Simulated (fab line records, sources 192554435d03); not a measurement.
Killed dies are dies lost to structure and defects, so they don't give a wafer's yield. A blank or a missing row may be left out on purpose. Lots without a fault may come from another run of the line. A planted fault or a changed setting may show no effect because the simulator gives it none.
Chamber matching | flow n5_finfet | N5_PMOS_HMC_CHANNEL_EPI_CMP_21 on cmp-04: 4 sister chambers
The step polishes SiGe30, target thk 54 nm. 8 wafers are shown with their chamber, then 9 later ones without.

WAFERS WITH THEIR CHAMBER
wafer  | chamber | motor_current_A (A)
L081.2 | 1       | 10.0
L081.3 | 2       | 12.1
L086.2 | 1       | 10.3
L086.3 | 3       | 14.3
L086.4 | 0       | 11.0
L088.3 | 0       | 10.5
L088.5 | 3       | 13.6
L088.6 | 2       | 12.7

WAFERS WITHOUT THEIR CHAMBER
wafer  | motor_current_A (A)
L092.1 | 14.2
L092.3 | 11.3
L092.6 | 11.4
L095.1 | 14.2
L095.2 | 10.2
L095.3 | 12.6
L095.4 | 11.1
L095.5 | 11.5
L095.6 | 14.2

WHICH CHAMBER EACH WENT THROUGH
wafer  | from the rows above          | in truth
L092.1 | 3                            | 3
L092.3 | can't be placed: 0 or 2 or 1 | 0
L092.6 | can't be placed: 0 or 2 or 1 | 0
L095.1 | 3                            | 3
L095.2 | can't be placed: 1 or 0      | 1
L095.3 | 2                            | 2
L095.4 | can't be placed: 0 or 1      | 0
L095.5 | can't be placed: 0 or 2 or 1 | 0
L095.6 | 3                            | 3
Placed correctly: 4 of 9. Can't be placed from these rows: 5 (the true chamber is among the candidates in 5). Placed wrongly: 0.
How it was worked out, from the rows above alone: a wafer's distance from a chamber is the root of the sum, over the readings, of the square of ((its reading less the chamber's mean) divided by the reading's scatter). The wafer belongs to the nearest chamber; if the next one is less than 2 further off, it can't be placed. A chamber's mean is the mean of its shown wafers. The scatter: the root of (the sum of the squares of (reading less its chamber's mean) over the shown wafers, divided by (wafers less chambers)).
